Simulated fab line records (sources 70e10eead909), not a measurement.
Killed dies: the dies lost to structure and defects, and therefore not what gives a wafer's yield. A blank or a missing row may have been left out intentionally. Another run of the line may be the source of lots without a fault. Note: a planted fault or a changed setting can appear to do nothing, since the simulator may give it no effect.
A lot that was struck, set against a sound lot :: flow nand_harc :: 13 out of 1159 route steps
Sound: wafers L207.1, L207.4, L207.6. Wafers L219.3, L219.4, L219.5 were the ones struck. The cause is named last.
At each step with rows: each side's tool, then ch and its chambers, then its first start. Under that, the readings that differ: sound wafers :: struck wafers :: difference of the means :: sigmas: that difference in standard deviations of wafers without a fault.
alike: a reading whose means differ by less than 2 such deviations, as well as words and numbers matching on both sides. not compared: withheld readings; readings where some wafer has no value; bounds like >300 that might hide an equal value; numbers whose values overlap and for which the record gives no deviation.
The two part at a step that has a row with sigmas, a row that says differs or no value, or rows on one side only. Non-overlapping numbers with no deviation appear without sigmas and do not part them. A reading missing from all wafers of one side parts the sides only when that side holds two or more wafers.

NHARC_A_SOURCE_PLATE_THK_MEAS_09: measures by ellipsometry.
  struck on film_metro-01, day 10 23:59; sound on film_metro-01, day 7 23:23
  alike: thk_nm
then, 3 steps without rows for these wafers: NHARC_A_SOURCE_PLATE_PVD_04 (deposits WSi2, target thk 50 nm); NHARC_A_SOURCE_PLATE_CVD_03 (deposits poly-Si, target thk 200 nm, time 4000 s); NHARC_A_SOURCE_PLATE_ANNEAL_05 (time 1800 s).
NHARC_A_SOURCE_PLATE_THK_MEAS_06: measures by ellipsometry.
  struck on film_metro-01, day 11 13:13; sound on film_metro-01, day 8 12:19
  alike: thk_nm
NHARC_A_SOURCE_PLATE_INSPECT_08:
  struck on defect_inspect-01, day 11 13:17; sound on defect_inspect-01, day 8 12:23
  alike: raw_defect_count
next comes 1 step that has no rows for these wafers: NHARC_A_ONON_D1_DEP_00 (target thickness 1000 nm).
NHARC_A_ONON_D1_THK_MEAS_02: measures by ellipsometry.
  struck on film_metro-02, day 11 13:52; sound on film_metro-02, day 8 12:57
  alike: thk_nm
next comes 1 step that has no rows for these wafers: NHARC_A_ONON_D1_DEP_03 (target thickness 1000 nm).
NHARC_A_ONON_D1_THK_MEAS_05: measures by ellipsometry.
  struck on film_metro-01, day 11 14:26; sound on film_metro-01, day 8 13:31
reading: thk_nm (nm)
sound: 1000 1003 1003
struck: 981 984 980
difference: -20
sigmas: -3
NHARC_A_ONON_D1_DEP_06: target thk 1000 nm.
  sound on pecvd_onon-02 ch 0, day 8 13:34; struck on pecvd_onon-01 ch 0, day 11 14:36
  alike: n2o_flow_sccm
NHARC_A_ONON_D1_THK_MEAS_08: measures by ellipsometry.
  struck on film_metro-01, day 11 15:10; sound on film_metro-01, day 8 14:05
reading: thk_nm (nm)
sound: 1010 1013 1011
struck: 1557 1558 1556
difference: +546
sigmas: +55
  not compared: hold
next, for these wafers, 1 step has no rows: NHARC_END_SORT_01.

WHERE THEY PART
Last at NHARC_A_ONON_D1_THK_MEAS_08 as far as this record goes, first at NHARC_A_ONON_D1_THK_MEAS_05.

WHY: the cause the simulator had injected
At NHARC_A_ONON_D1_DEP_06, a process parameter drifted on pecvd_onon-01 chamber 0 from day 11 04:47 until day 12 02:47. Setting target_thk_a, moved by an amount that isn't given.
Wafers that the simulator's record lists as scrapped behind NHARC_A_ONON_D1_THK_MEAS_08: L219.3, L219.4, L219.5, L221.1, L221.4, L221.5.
